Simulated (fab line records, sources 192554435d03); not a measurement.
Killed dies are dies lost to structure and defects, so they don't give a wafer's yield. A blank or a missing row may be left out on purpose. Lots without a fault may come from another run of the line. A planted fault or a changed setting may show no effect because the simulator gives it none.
fab line records | flow n5_finfet
record lots=7 wafers=39
route steps=1938 shown DUMMY_GATE@228 HKMG_FIN@438
start_h: hours from the record's first day to the start of the lot's first wafer shown | wait_h: hours since the lot's step before | " the same as in the row above | L1.1+2: a row that stands for several wafers | - no value, or no start given | * or withheld: withheld | < > ~ a bound
route shown NAME@n: a module of which the file shows steps, and the number in the route of the first | usual: mean/standard deviation of fault-free wafers | same: alike in all rows | chamber/n: place in a boat | sites: the reading at each site | _std_site: their standard deviation | _edge_site: outer sites' mean less inner sites' | radius_mm: how far each site lies from the wafer's centre | mask NAME#n: copy n | behind: the tool/chamber that last shaped the wafer | hold: why the lot was held/for how many hours/how that ended | device: the transistor (n, p or np) that didn't switch | end of line: the same wafers' tests at the end of the route | a step without rows: its recipe alone | killed: dies lost to structure and defects at the first sort, not the wafer's yield | map: a wafer's dies, x killed, . not, _ none there
set.NAME: the setting as run; set.NAME@STEP: as run at that earlier step | model.NAME: the simulator's own value behind a step, which no gauge read
lots whose settings were changed on purpose; a table a step, a row a wafer
## steps
# step N5_DUMMY_GATE_EXPOSE_12
# recipe mask_id=GATE na=0.33 source_shape=annular sigma_inner=0.2 sigma_outer=0.6 polarization=unpolarized target_cd_nm=25 dose_mj=34
# columns lot.wafer tool chamber start_h wait_h mask set.dose_mj
L075.1+4+5 euv_scanner-02 0 56.24 - GATE#0 36.47
L075.2+3+6 " 0 " " GATE#0 34
L078.4+5+6 euv_scanner-02 0 69.64 - GATE#0 34
L079.1+3+6 euv_scanner-01 0 75.51 - GATE#0 34.9
L079.2+4+5 " 0 " " GATE#0 34
L086.1+2+3+4+5+6 euv_scanner-02 0 118.70 - GATE#0 34
L089.1+3+4 euv_scanner-01 0 135.85 - GATE#0 34
L089.2+5+6 " 0 " " GATE#0 32.02
L093.1+5+6 euv_scanner-02 0 162.69 - GATE#0 34
L093.2+3+4 " 0 " " GATE#0 33.3
L096.1+3+6 euv_scanner-02 0 186.91 - GATE#0 35.34
L096.2+4+5 " 0 " " GATE#0 34
# step N5_DUMMY_GATE_PEB_13
# recipe peb_temp_c=100 peb_time_s=60 resist=CAR-EUV
# step N5_DUMMY_GATE_DEVELOP_14
# recipe develop_time_s=30 developer=TMAH resist=CAR-EUV rinse_liquid=surfactant_rinse dry=air_spin dev_temp_c=23
# step N5_DUMMY_GATE_CD_MEAS_15
# recipe target_cd_nm=25.8 landing_energy_ev=500 detector=se_inlens
# usual cd_nm=25.00/0.23
# columns lot.wafer tool chamber start_h wait_h set.dose_mj@DUMMY_GATE_EXPOSE_12 cd_nm
L075.1 cd_sem-01 0 56.37 - 36.47 23.98
L075.2 " 0 " " 34 25.35
L075.3 " 0 " " 34 25.31
L075.4 " 0 " " 36.47 23.95
L075.5 " 0 " " 36.47 23.65
L075.6 " 0 " " 34 24.97
L078.4 cd_sem-01 0 69.76 - 34 24.87
L078.5 " 0 " " 34 24.83
L078.6 " 0 " " 34 24.80
L079.1 cd_sem-01 0 75.63 - 34.9 24.64
L079.2 " 0 " " 34 24.97
L079.3 " 0 " " 34.9 24.42
L079.4 " 0 " " 34 24.96
L079.5 " 0 " " 34 25.35
L079.6 " 0 " " 34.9 24.65
L086.1 cd_sem-01 0 118.82 - 34 25.53
L086.2 " 0 " " 34 25.51
L086.3 " 0 " " 34 25.13
L086.4 " 0 " " 34 25.11
L086.5 " 0 " " 34 25.23
L086.6 " 0 " " 34 24.76
L089.1 cd_sem-03 0 135.97 - 34 25.21
L089.2 " 0 " " 32.02 26.19
L089.3 " 0 " " 34 25.29
L089.4 " 0 " " 34 24.94
L089.5 " 0 " " 32.02 26.41
L089.6 " 0 " " 32.02 25.97
L093.1 cd_sem-02 0 162.82 - 34 25.06
L093.2 " 0 " " 33.3 25.37
L093.3 " 0 " " 33.3 25.35
L093.4 " 0 " " 33.3 25.14
L093.5 " 0 " " 34 25.09
L093.6 " 0 " " 34 24.75
L096.1 cd_sem-03 0 187.04 - 35.34 24.55
L096.2 " 0 " " 34 25.45
L096.3 " 0 " " 35.34 24.52
L096.4 " 0 " " 34 25.78
L096.5 " 0 " " 34 25.34
L096.6 " 0 " " 35.34 24.58
# step N5_DUMMY_GATE_ETCH_37
# recipe chemistry=N2/H2 target=SOC target_depth_a=600 overetch_a=300 temp_c=40 ion_energy_ev=200 pressure_mtorr=30 source_w=840 bias_w=150 n2_flow_sccm=200 h2_flow_sccm=200
# usual rf_vpp_V=524.4/2.9
# columns lot.wafer tool chamber start_h wait_h set.source_w rf_vpp_V
L075.1 rie_diel-04 0 56.65 0.0 840 526.5
L075.2 " 1 " " 955.9 499.8
L075.3 " 3 " " 840 519.3
L075.4 " 2 " " 840 527.2
L075.5 " 3 " " 955.9 498.9
L075.6 " 0 " " 955.9 505.4
L078.4 rie_diel-01 2 70.12 0.0 840 522.3
L078.5 " 3 " " 840 524.4
L078.6 " 0 " " 840 528.7
L079.1 rie_diel-01 2 75.91 0.0 785.7 534.4
L079.2 " 3 " " 785.7 535.9
L079.3 " 0 " " 785.7 539.7
L079.4 " 0 " " 840 528.2
L079.5 " 2 " " 840 524.2
L079.6 " 3 " " 840 525.5
L086.1 rie_diel-04 3 119.10 0.0 840 520.7
L086.2 " 2 " " 840 526.2
L086.3 " 0 " " 678.8 564.4
L086.4 " 2 " " 678.8 565.2
L086.5 " 0 " " 840 525.9
L086.6 " 3 " " 678.8 559.0
L089.1 rie_diel-01 0 136.25 0.0 840 528.6
L089.2 " 2 " " 840 523.1
L089.3 " 3 " " 840 526.0
L089.4 " 1 " " 840 528.5
L089.5 " 0 " " 840 527.5
L089.6 " 3 " " 840 527.3
L093.1 rie_diel-01 1 163.32 0.0 840 529.2
L093.2 " 0 " " 840 527.9
L093.3 " 3 " " 840 525.8
L093.4 " 3 " " 840 524.1
L093.5 " 1 " " 840 528.1
L093.6 " 0 " " 840 528.3
L096.1 rie_diel-04 0 187.35 0.0 910.8 512.1
L096.2 " 2 " " 840 525.6
L096.3 " 1 " " 840 521.6
L096.4 " 0 " " 910.8 512.7
L096.5 " 1 " " 910.8 507.3
L096.6 " 2 " " 840 526.3
# step N5_DUMMY_GATE_STRIP_38
# recipe chemistry=N2/H2 temp_c=40 n2_flow_sccm=200 h2_flow_sccm=200 rf_frequency_hz=6e+07
# step N5_DUMMY_GATE_STRIP_39
# recipe chemistry=N2/H2 temp_c=40 n2_flow_sccm=200 h2_flow_sccm=200 rf_frequency_hz=6e+07
# step N5_DUMMY_GATE_TRIM_49
# recipe chemistry=O2 resist=SOC time_s=29 target_cd_nm=14 source_power_w=300 bias_power_w=0 O2_flow_sccm=100 temp_c=20
# columns lot.wafer tool chamber start_h wait_h set.dose_mj@DUMMY_GATE_EXPOSE_12 model.DUMMY_GATE.cd_nm
L075.1 rie_si-04 2 56.73 0.0 36.47 12.6
L075.2 " 1 " " 34 13.8
L075.3 " 0 " " 34 14
L075.4 " 3 " " 36.47 12.8
L075.5 " 1 " " 36.47 12.4
L075.6 " 0 " " 34 13.6
L078.4 rie_si-04 0 70.18 0.0 34 14
L078.5 " 2 " " 34 13.6
L078.6 " 3 " " 34 13.8
L079.1 rie_si-02 2 75.99 0.0 34.9 13.8
L079.2+4 " 1,3 " " 34 14
L079.3 " 0 " " 34.9 13.6
L079.5 " 2 " " 34 14.2
L079.6 " 3 " " 34.9 13.4
L086.1 rie_si-04 0 119.18 0.0 34 14.2
L086.2 " 1 " " 34 14
L086.3+4 " 3,2 " " 34 14.4
L086.5 " 2 " " 34 13.8
L086.6 " 1 " " 34 14.6
L089.1+4 rie_si-04 0,1 136.33 0.0 34 14.2
L089.2 " 2 " " 32.02 15.2
L089.3 " 3 " " 34 14
L089.5+6 " 1,0 " " 32.02 15.4
L093.1 rie_si-02 2 163.40 0.0 34 14
L093.2+4 " 3,1 " " 33.3 14.6
L093.3 " 0 " " 33.3 14.2
L093.5+6 " 0,3 " " 34 14.2
L096.1 rie_si-04 3 187.43 0.0 35.34 13.6
L096.2 " 0 " " 34 14.4
L096.3+6 " 1 " " 35.34 13.8
L096.4 " 2 " " 34 14
L096.5 " 2 " " 34 14.2
# step N5_DUMMY_GATE_STRIP_40
# recipe chemistry=CF4 resist=SiARC power_w=300 bias_power_w=75 pressure_mtorr=50 cf4_flow_sccm=150 rf_frequency_hz=6e+07
# step N5_DUMMY_GATE_ETCH_32
# recipe chemistry=CF4 target=SiO2 target_depth_a=35 time_s=3.9 ion_energy_ev=350 pressure_mtorr=10 icp_w=800 bias_w=400 cf4_flow_sccm=80
# step N5_DUMMY_GATE_ETCH_23
# recipe chemistry=HBr/Cl2/O2 HBr_flow_sccm=150 Cl2_flow_sccm=80 O2_flow_sccm=12 bias_w=102 target_depth_a=410 time_s=22.3 target=poly-Si mask_material=SiO2 pressure_mtorr=10 icp_w=800
# step N5_DUMMY_GATE_ETCH_44
# recipe chemistry=HBr/O2 over_etch_frac=0.7 target_depth_a=1275 stop_on=SiO2 ion_energy_ev=60 bias_w=20 target=poly-Si mask_material=SiO2 pressure_mtorr=20 icp_w=400 HBr_flow_sccm=120 O2_flow_sccm=10
# columns lot.wafer tool chamber start_h wait_h set.dose_mj@DUMMY_GATE_EXPOSE_12 model.DUMMY_GATE.cd_nm
L075.1+5 rie_si-02 3,2 57.26 0.0 36.47 13.4
L075.2+6 " 1,3 " " 34 14.8
L075.3 " 0 " " 34 15.2
L075.4 " 2 " " 36.47 14
L078.4 rie_si-02 1 70.77 0.0 34 15
L078.5 " 1 " " 34 14.6
L078.6 " 0 " " 34 14.8
L079.1 rie_si-06 2 76.52 0.0 34.9 14.8
L079.2 " 1 " " 34 15.2
L079.3+6 " 0 " " 34.9 14.4
L079.4 " 3 " " 34 15
L079.5 " 1 " " 34 15.4
L086.1+3 rie_si-06 1,3 120.02 0.0 34 15.2
L086.2 " 2 " " 34 15
L086.4+6 " 0,2 " " 34 15.4
L086.5 " 1 " " 34 14.8
L089.1 rie_si-06 1 137.04 0.0 34 15
L089.2+5 " 0 " " 32.02 16.2
L089.3 " 2 " " 34 14.6
L089.4 " 1 " " 34 15.2
L089.6 " 2 " " 32.02 16
L093.1+6 rie_si-04 0,1 164.01 0.0 34 15.2
L093.2 " 2 " " 33.3 15.8
L093.3 " 3 " " 33.3 15.2
L093.4 " 1 " " 33.3 15.6
L093.5 " 0 " " 34 15.4
L096.1+6 rie_si-06 1 187.96 0.0 35.34 14.6
L096.2 " 3 " " 34 15.4
L096.3 " 2 " " 35.34 14.8
L096.4 " 2 " " 34 15
L096.5 " 3 " " 34 15.2
# step N5_DUMMY_GATE_ETCH_42
# recipe chemistry=CHF3/O2 target=SiO2 target_depth_a=35 time_s=31 ion_energy_ev=30 bias_w=12 pressure_mtorr=30 source_w=600 Ar_flow_sccm=200 CHF3_flow_sccm=50 O2_flow_sccm=5
# usual rf_vpp_V=42.6/1
# columns lot.wafer tool chamber start_h wait_h set.bias_w rf_vpp_V
L075.1 rie_diel-01 3 57.42 0.0 10.14 37.7
L075.2 " 2 " " 10.14 37.3
L075.3 " 0 " " 12 43.4
L075.4 " 1 " " 12 41.2
L075.5 " 1 " " 12 44.1
L075.6 " 2 " " 10.14 38.1
L078.4 rie_diel-03 3 70.93 0.0 12 41.7
L078.5 " 2 " " 12 43.5
L078.6 " 1 " " 12 42.5
L079.1 rie_diel-04 2 76.68 0.0 12 42.1
L079.2 " 0 " " 12 43.1
L079.3 " 1 " " 12 43.3
L079.4 " 3 " " 12 43.4
L079.5 " 1 " " 12 41.8
L079.6 " 0 " " 12 41.7
L086.1 rie_diel-03 1 120.25 0.1 12 42.6
L086.2 " 3 " " 10.95 40.6
L086.3 " 2 " " 12 43.1
L086.4 " 0 " " 12 42.9
L086.5 " 3 " " 10.95 40.8
L086.6 " 0 " " 10.95 39.9
L089.1 rie_diel-04 3 137.31 0.2 12 43.3
L089.2 " 1 " " 12 42.7
L089.3 " 0 " " 13.84 47.5
L089.4 " 2 " " 13.84 45.2
L089.5 " 1 " " 13.84 46.3
L089.6 " 0 " " 12 42.8
L093.1 rie_diel-04 2 164.17 0.0 13.03 44.9
L093.2 " 0 " " 12 43.7
L093.3 " 3 " " 12 42.5
L093.4 " 1 " " 13.03 45.0
L093.5 " 0 " " 12 42.5
L093.6 " 1 " " 13.03 44.4
L096.1 rie_diel-03 2 188.31 0.2 12 43.6
L096.2 " 3 " " 12 41.1
L096.3 " 0 " " 10.67 38.8
L096.4 " 1 " " 10.67 39.2
L096.5 " 1 " " 12 42.5
L096.6 " 0 " " 10.67 39.4
# step N5_HKMG_FIN_ETCH_35
# recipe chemistry=N2/H2 target=SOC target_depth_a=2158 ion_energy_ev=65 bias_w=5 source_w=3000 time_s=243.4 pressure_mtorr=30 n2_flow_sccm=200 h2_flow_sccm=200
# columns lot.wafer tool chamber start_h wait_h set.target_depth_a model.SOC_of_HKMG_FIN_COAT_29.thk_nm model.HKMG_FIN.feature_depth_nm model.etch.depth_nm
L075.1 rie_diel-06 3 83.98 0.0 2043 96 204.6 204.6
L075.2 " 2 " " 2158 87.6 213.2 213.2
L075.3 " 1 " " 2158 86 212.8 212.8
L075.4 " 0 " " 2158 88.2 212 212
L075.5 " 3 " " 2043 96.6 204.2 204.1
L075.6 " 0 " " 2043 100.6 199.8 199.9
L078.4 rie_diel-05 3 98.39 0.0 2158 82.6 218 218
L078.5 " 3 " " 2158 83 217.8 217.7
L078.6 " 2 " " 2158 82 218.6 218.5
L079.1 rie_diel-02 0 103.58 0.0 2346 72 227.2 227.2
L079.2 " 2 " " 2158 84.6 214.6 214.6
L079.3 " 1 " " 2158 85 215 214.9
L079.4 " 3 " " 2158 81.8 217.8 217.7
L079.5 " 3 " " 2346 63.6 235.2 235.3
L079.6 " 0 " " 2346 72.4 227 226.9
L086.1 rie_diel-06 2 148.85 0.0 2158 81.8 218.8 218.9
L086.2 " 1 " " 2158 86.8 214 214.1
L086.3 " 0 " " 2158 81.8 219 219
L086.4 " 0 " " 2158 80.4 220.2 220.2
L086.5 " 2 " " 2158 81.4 218.6 218.6
L086.6 " 1 " " 2158 84.2 215.8 215.8
L089.1 rie_diel-05 3 165.14 0.0 2158 81.4 218.2 218.3
L089.2 " 1 " " 2275 69 230 230
L089.3 " 1 " " 2275 69.6 230 229.9
L089.4 " 3 " " 2158 81.8 218.6 218.5
L089.5 " 3 " " 2275 71.8 228.6 228.7
L089.6 " 1 " " 2158 81.2 218.6 218.6
L093.1 rie_diel-02 2 193.23 0.0 2158 85.4 214.8 214.9
L093.2 " 3 " " 2158 83.4 216.6 216.7
L093.3 " 0 " " 2011 107.8 192.6 192.6
L093.4 " 0 " " 2158 91 209.6 209.6
L093.5 " 2 " " 2011 100.4 199.6 199.6
L093.6 " 3 " " 2011 98.6 202 201.9
L096.1 rie_diel-05 1 218.77 0.0 2158 84.6 215.2 215.2
L096.2 " 2 " " 2158 82 218.4 218.4
L096.3 " 3 " " 2158 84.2 215.6 215.6
L096.4 " 0 " " 2158 84.2 215.6 215.7
L096.5 " 0 " " 2158 83.2 216.8 216.8
L096.6 " 1 " " 2158 84.2 216.4 216.4
## key
split step=N5_DUMMY_GATE_EXPOSE_12 setting=dose_mj stated=34 by=wafer
response step=N5_DUMMY_GATE_CD_MEAS_15 reading=cd_nm change=-0.192 per=1% r=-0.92
response step=N5_DUMMY_GATE_TRIM_49 reading=model.DUMMY_GATE.cd_nm change=-0.172 per=1% r=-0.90
response step=N5_DUMMY_GATE_ETCH_44 reading=model.DUMMY_GATE.cd_nm change=-0.186 per=1% r=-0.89
split step=N5_DUMMY_GATE_ETCH_37 setting=source_w stated=840 by=wafer
response step=N5_DUMMY_GATE_ETCH_37 reading=rf_vpp_V change=-1.85 per=1% r=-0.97
split step=N5_DUMMY_GATE_ETCH_42 setting=bias_w stated=12 by=wafer
response step=N5_DUMMY_GATE_ETCH_42 reading=rf_vpp_V change=+0.276 per=1% r=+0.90
split step=N5_HKMG_FIN_ETCH_35 setting=target_depth_a stated=2158 by=wafer
response step=N5_HKMG_FIN_ETCH_35 reading=model.SOC_of_HKMG_FIN_COAT_29.thk_nm change=-1.94 per=1% r=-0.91
response step=N5_HKMG_FIN_ETCH_35 reading=model.HKMG_FIN.feature_depth_nm change=+1.89 per=1% r=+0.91
response step=N5_HKMG_FIN_ETCH_35 reading=model.etch.depth_nm change=+1.9 per=1% r=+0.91
